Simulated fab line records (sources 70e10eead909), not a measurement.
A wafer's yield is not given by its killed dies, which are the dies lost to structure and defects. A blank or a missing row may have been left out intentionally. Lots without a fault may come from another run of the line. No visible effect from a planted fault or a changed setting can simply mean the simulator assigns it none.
fab line records | flow nand-harc
record: lots: 13 wafers: 39 last-day: 33
route steps=1302 shown P_M0@253 HYBRID_BOND@1242 THIN_TSV@1250 END@1302
lots untouched by any fault: they come from a run of this same line in which no faults occurred
start-h: start of the lot's first displayed wafer, in hours after the record's first day | wait-h: time in hours since the lot's previous step | " identical to the entry in the row above | L1.1+2: a row that stands for several wafers | - no value, or no start was given | * or withheld: withheld | < > ~ a bound
route shown NAME@n: a module of which the file shows steps, and the number in the route of the first | usual: mean and standard deviation over wafers with no fault | same: alike in all rows | chamber/n: place in a boat | sites: each site's reading | _std_site: the standard deviation of these | _edge_site: the outer-site mean with the inner-site mean subtracted | radius-mm: how far each site lies from the wafer's centre | mask NAME#n: copy n | behind: the tool/chamber that last shaped the wafer | hold: why the lot was held/for how many hours/how that ended | device: names the non-switching transistor (n, p or np) | end of line: tests of these same wafers at the route's end | a step without rows: its recipe alone | killed: the dies lost at the first sort to structure and to defects; this is not the yield of the wafer | map: dies across one wafer; x = killed, . = not, _ = none there
set.NAME: the setting the step ran with; set.NAME@STEP: the setting that earlier step ran with | model.NAME: the simulator's own value behind a step, which no gauge read
route steps across a sampled set of lots; one table per step, one row per wafer
services: from which hour (start-h, from the record's first day; less than 0 if before it) a tool's chamber was out of use, for how many hours, and why
== steps ==
step: NHARC_P_M0_DEP_00
recipe: target-thk-a: 1500 target-thk-nm: 150 temp-c: withheld pressure-torr: 5 flow-sccm: 200 rf-w: 600 material: SiOC
columns lot.wafer tool chamber start-h wait-h
L625.3+5+6 pecvd-02 1,2,1 130.18 0.2
L626.2+3+6 pecvd-02 2,0,1 132.47 0.1
L627.1+6+4 pecvd-04 1,1,2 140.28 0.1
L628.3+1+6 pecvd-04 1,2,0 148.88 0.1
L629.3+5+4 pecvd-02 2,1,2 158.76 0.1
L630.3+6+4 pecvd-02 0,0,1 178.29 0.1
L631.2+3+1 pecvd-04 2,0,1 182.51 0.1
L638.2+4+5 pecvd-01 1,0,1 248.05 0.1
L639.2+1+6 pecvd-01 2,0,0 265.48 0.1
L641.2+5+6 pecvd-04 2,2,1 285.33 0.1
L642.1+6+5 pecvd-02 2,2,1 289.38 0.1
L644.1+4+6 pecvd-04 1,0,2 310.92 0.1
L648.2+1+5 pecvd-04 1,2,0 352.55 0.1
step: NHARC_HYBRID_BOND_OVL_MEAS_05
usual: overlay-x-nm: -4/37 overlay-y-nm: -1/34
columns lot.wafer tool chamber start-h wait-h overlay-x-nm overlay-y-nm
L626.2 overlay-01 - 553.71 0.4 -11 16
L626.3 " - " " 6 1
L626.6 " - " " 25 50
L628.1 overlay-01 - 562.35 0.4 -9 -24
L628.3 " - " " -8 41
L628.6 " - " " 10 21
L625.3 overlay-02 - 562.36 0.4 -38 33
L625.5 " - " " 0 -19
L625.6 " - " " -67 -11
L627.1 overlay-01 - 562.38 0.4 -34 33
L627.4 " - " " 17 -11
L627.6 " - " " 32 -91
L629.3 overlay-01 - 588.74 0.4 -40 5
L629.4 " - " " -3 -60
L629.5 " - " " -16 -14
L630.3 overlay-02 - 608.08 0.4 76 -42
L630.4 " - " " -5 5
L630.6 " - " " -46 20
L631.1 overlay-01 - 618.97 0.4 1 -31
L631.2 " - " " 41 19
L631.3 " - " " -91 -3
L638.2 overlay-02 - 660.71 0.4 -5 9
L638.5 " - " " -65 4
L639.1 overlay-01 - 688.12 0.4 12 -39
L639.2 " - " " 40 24
L642.1 overlay-01 - 724.54 0.4 -10 63
L642.5 " - " " 14 -55
L642.6 " - " " 60 35
L641.2 overlay-02 - 724.54 0.4 -1 0
L641.5 " - " " 45 37
L641.6 " - " " 0 35
L644.1 overlay-02 - 753.00 0.4 19 13
L644.4 " - " " -7 -22
L644.6 " - " " 31 50
L648.1 overlay-02 - 773.13 0.4 -38 -12
L648.2 " - " " 35 -55
L648.5 " - " " 16 36
step: NHARC_HYBRID_BOND_INSPECT_06
recipe: inspect-instrument: ir-void
usual: raw-defect-count: 79/39
columns lot.wafer tool chamber start-h wait-h raw-defect-count
L626.2 defect-inspect-01 - 553.77 0.1 144
L626.3 " - " " 142
L626.6 " - " " 164
L628.1 defect-inspect-01 - 562.40 0.0 79
L628.3 " - " " 67
L628.6 " - " " 70
L625.3 defect-inspect-02 - 562.41 0.1 20
L625.5 " - " " 42
L625.6 " - " " 44
L627.1 defect-inspect-01 - 562.43 0.1 64
L627.4 " - " " 61
L627.6 " - " " 75
L629.3 defect-inspect-02 - 588.80 0.1 118
L629.4 " - " " 123
L629.5 " - " " 129
L630.3 defect-inspect-02 - 608.13 0.1 125
L630.4 " - " " 115
L630.6 " - " " 123
L631.1 defect-inspect-02 - 619.02 0.0 39
L631.2 " - " " 31
L631.3 " - " " 35
L638.2 defect-inspect-02 - 660.76 0.1 29
L638.5 " - " " 25
L639.1 defect-inspect-02 - 688.17 0.0 88
L639.2 " - " " 77
L642.1 defect-inspect-02 - 724.59 0.0 43
L642.5 " - " " 40
L642.6 " - " " 40
L641.2 defect-inspect-01 - 724.59 0.1 133
L641.5 " - " " 159
L641.6 " - " " 150
L644.1 defect-inspect-01 - 753.05 0.0 45
L644.4 " - " " 41
L644.6 " - " " 45
L648.1 defect-inspect-01 - 773.18 0.0 66
L648.2 " - " " 76
L648.5 " - " " 77
step: NHARC_THIN_TSV_DEP_43
recipe: target-thk-a: 13285 temp-c: withheld pressure-torr: 6.5 rf-w: 900 teos-flow-sccm: 161.4 flow-sccm: 2650 target-thk-nm: 1328.5 gas: O2 material: SiO2
usual: throttle-valve-pct: 15.7/0.53
columns lot.wafer tool chamber start-h wait-h throttle-valve-pct
L626.3 pecvd-02 0 556.83 - 16.4
L626.2 " 2 " " 15.6
L626.6 " 2 " " 15.8
L625.3 pecvd-02 0 564.36 - 16.4
L625.6 " 2 " " 15.9
L625.5 " 0 " " 16.2
L628.3 pecvd-02 1 565.50 - 16.5
L628.1 " 2 " " 16.1
L628.6 " 1 " " 16.3
L627.1 pecvd-04 0 566.75 - 15.7
L627.4 " 1 " " 15.6
L627.6 " 0 " " 15.7
L629.3 pecvd-01 0 590.98 - 16.1
L629.4 " 0 " " 16.2
L629.5 " 1 " " 15.3
L630.3 pecvd-01 0 610.01 - 16.3
L630.4 " 0 " " 16.2
L630.6 " 2 " " 14.9
L631.3 pecvd-02 1 620.89 - 16.4
L631.2 " 2 " " 15.8
L631.1 " 0 " " 16.5
L638.2 pecvd-02 2 662.62 - 16.0
L638.5 " 0 " " 16.4
L639.1 pecvd-04 1 690.04 - 15.2
L639.2 " 2 " " 15.9
L642.1 pecvd-01 0 726.49 - 16.2
L642.5 " 2 " " 15.1
L642.6 " 0 " " 16.2
L641.2 pecvd-02 0 727.76 - 16.2
L641.5 " 2 " " 16.5
L641.6 " 0 " " 16.1
L644.1 pecvd-01 1 754.98 - 15.3
L644.4 " 0 " " 16.0
L644.6 " 1 " " 15.0
L648.1 pecvd-01 2 776.28 - 15.3
L648.2 " 0 " " 15.8
L648.5 " 0 " " 16.2
step: NHARC_END_SORT_01
recipe: temp-c: 25
usual: defect-limited-yield: 92.5/2.5 killed-at-array: 46/16 killed-at-other: 0.9/1.3 killed-at-periphery: 4.1/3 killed-dies: 51/17 killed-open: 3.5/1.8 killed-short: 2.5/1.8 sort_bin_2_pct: 2.6/1.1 sort_bin_3_pct: 0.6/0.37 sort_bin_4_pct: 4.4/1.4 sort-n-pass: 626/17 sort-rim-yield-pct: 88/4.6 sort-yield-pct: 92.5/2.5
same: gross-dies: 677 sort_bin_5_pct[%]: 0 sort_bin_6_pct[%]: 0 sort_bin_7_pct[%]: 0 sort_bin_8_pct[%]: 0 sort-rim-n-gross: 106.00
columns lot.wafer tool chamber start-h wait-h defect-limited-yield[%] killed-at-array killed-at-other killed-at-periphery killed-dies killed-open killed-short sort_bin_2_pct[%] sort_bin_3_pct[%] sort_bin_4_pct[%] sort-n-pass sort-rim-yield-pct[%] sort-yield-pct[%]
L631.1 prober-01 0 636.60 2.5 94.5 37 0 0 37 6 2 1.9 0.1 3.4 640 93 94.5
L631.2 prober-01 0 637.38 2.8 96.5 21 0 3 24 3 1 1.3 0.1 2.1 653 94 96.5
L631.3 prober-01 0 638.17 3.1 94.2 38 1 0 39 5 5 1.9 0 3.8 638 92 94.2
L638.2 prober-02 0 679.72 2.8 95.4 27 0 4 31 5 0 1.3 0 3.2 646 91 95.4
L638.4 prober-02 0 681.33 3.4 0 23 1 653 677 4 4 97.0 0.1 2.8 0 0 0
L638.5 prober-02 0 682.13 3.7 96.3 22 0 3 25 5 4 1.2 0.3 2.2 652 95 96.3
L639.1 prober-02 0 705.65 2.5 90.8 61 0 1 62 3 2 3.4 0.4 5.3 615 84 90.8
L639.2 prober-02 0 706.47 2.8 92.8 42 0 7 49 6 3 2.8 0.9 3.5 628 89 92.8
L639.6 prober-02 0 709.72 4.1 0 52 1 624 677 2 2 94.8 0.6 4.6 0 0 0
killed by level:class
L631.1 A_CHANNEL_HOLE_D2:chamber-film-flake=11 A_CONTACT:chamber-film-flake=6 A_BLC:chamber-film-flake=6 A_CHANNEL_HOLE_D1:chamber-film-flake=3 A_M0:geometric-particle:open=2 A_ZERO_WELL:chamber-film-flake=2 A_DECK1_JOINT:geometric-particle:short=1 A_DECK1_JOINT:geometric-particle:open=1
L631.2 A_CHANNEL_HOLE_D2:chamber-film-flake=7 A_CONTACT:chamber-film-flake=5 P_ZERO_WELL:chamber-film-flake=2 A_BLC:chamber-film-flake=2 P_CONTACT:geometric-particle:open=1 A_ONON_D2:geometric-particle:open=1 A_WL_FILL:geometric-particle:short=1 A_WL_FILL:geometric-particle:open=1
L631.3 A_CHANNEL_HOLE_D2:chamber-film-flake=14 A_CONTACT:chamber-film-flake=7 A_BLC:chamber-film-flake=4 A_DECK1_JOINT:geometric-particle:short=2 A_M0:geometric-particle:open=2 A_ZERO_WELL:chamber-film-flake=2 A_ONON_D1:geometric-particle:short=1 A_ONON_D2:geometric-particle:open=1
L638.2 A_CHANNEL_HOLE_D1:chamber-film-flake=15 A_CONTACT:chamber-film-flake=3 P_ZERO_WELL:chamber-film-flake=2 A_SLIT:chamber-film-flake=2 A_ONON_D1:geometric-particle:open=1 A_DECK1_JOINT:geometric-particle:open=1 A_ONON_D2:geometric-particle:open=1 A_SGD_CUT:geometric-particle:open=1
L638.4 P_M0:area-dep=650 A_CHANNEL_HOLE_D1:chamber-film-flake=8 A_STAIRCASE:chamber-film-flake=4 P_M1:chamber-film-flake=2 A_CONTACT:chamber-film-flake=2 A_ONON_D1:geometric-particle:open=1 A_ONON_D1:geometric-particle:short=1 A_CHANNEL_HOLE_D1:geometric-particle:open=1
L638.5 A_CHANNEL_HOLE_D1:chamber-film-flake=7 A_CONTACT:chamber-film-flake=4 P_M0:geometric-particle:open=2 A_CHANNEL_FILL_D2:geometric-particle:short=2 A_STAIRCASE:chamber-film-flake=2 A_SLIT:chamber-film-flake=2 P_GATE:geometric-particle:open=1 A_DECK1_JOINT:geometric-particle:short=1
L639.1 A_SLIT:chamber-film-flake=33 A_CHANNEL_HOLE_D1:chamber-film-flake=8 A_CONTACT:chamber-film-flake=4 A_BLC:chamber-film-flake=4 A_ZERO_WELL:chamber-film-flake=2 A_STAIRCASE:chamber-film-flake=2 A_WL_FILL:chamber-film-flake=2 A_ONON_D1:geometric-particle:open=1
L639.2 A_SLIT:chamber-film-flake=17 A_CHANNEL_HOLE_D1:chamber-film-flake=11 A_CONTACT:chamber-film-flake=5 P_GATE:geometric-particle:open=2 P_BONDPAD:chamber-film-flake=2 A_ZERO_WELL:chamber-film-flake=2 A_CHANNEL_FILL_D1:chamber-film-flake=2 P_GATE:geometric-particle:short=1
L639.6 P_M0:area-dep=618 A_SLIT:chamber-film-flake=25 A_CHANNEL_HOLE_D1:chamber-film-flake=9 A_CONTACT:chamber-film-flake=6 A_STAIRCASE:chamber-film-flake=4 P_ZERO_WELL:chamber-film-flake=2 P_BONDPAD:chamber-film-flake=2 A_CHANNEL_FILL_D1:chamber-film-flake=2
== services ==
columns tool chamber start-h hours kind
pecvd-02 - 113.86 0.3 repair
pecvd-01 - 130.18 13.0 pm
pecvd-02 - 227.14 13.0 pm
pecvd-02 0 227.14 13.0 vent-cycle
pecvd-02 1 254.12 22.1 repair
pecvd-01 1 263.91 3.4 repair
pecvd-04 - 269.03 13.0 pm
pecvd-01 - 271.90 1.0 repair
pecvd-01 - 276.31 2.0 repair
pecvd-01 - 311.18 13.0 pm
pecvd-02 - 316.58 1.1 repair
pecvd-01 - 344.86 1.8 repair
pecvd-04 1 386.52 5.9 repair
pecvd-02 - 408.14 13.0 pm
pecvd-04 - 450.03 13.0 pm
pecvd-02 1 461.45 2.0 repair
pecvd-04 - 468.57 0.2 repair
pecvd-01 - 492.18 13.0 pm
pecvd-02 - 589.14 13.0 pm
pecvd-04 - 631.13 13.0 pm
pecvd-02 1 656.52 32.0 repair
pecvd-01 - 673.33 13.0 pm
pecvd-04 0 750.67 2.7 repair
pecvd-02 - 770.14 13.0 pm
== key ==
first-sign: step: NHARC_END_SORT_01 reading: killed-at-periphery direction: up sigmas: 99+ usual: 4.1 struck: 638.5
effect: step: NHARC_END_SORT_01 reading: sort_bin_2_pct direction: up sigmas: 87 usual: 2.6 struck: 95.9
more-kills-born-at: NHARC_P_M0_DEP_00@pecvd-01: 1268
met-at NHARC_P_M0_DEP_00
struck-lots L638,L639
struck-wafers L638.4,L639.6
later-rows-left-out L638.4,L639.6
not-acting-at NHARC_HYBRID_BOND_OVL_MEAS_05,NHARC_HYBRID_BOND_INSPECT_06,NHARC_THIN_TSV_DEP_43
fault: kind: process-parameter-drift tool: pecvd-01 chamber: - onset-h: 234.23 steps: NHARC_P_M0_DEP_00 channel: target-thk-a offset: * shape: step end-h: 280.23 scope: struck-wafers-only acts-in: * stated: *
later-rows-left-out: the simulator's readings of these wafers behind a module that went badly wrong aren't trusted and aren't shown, but for the sort
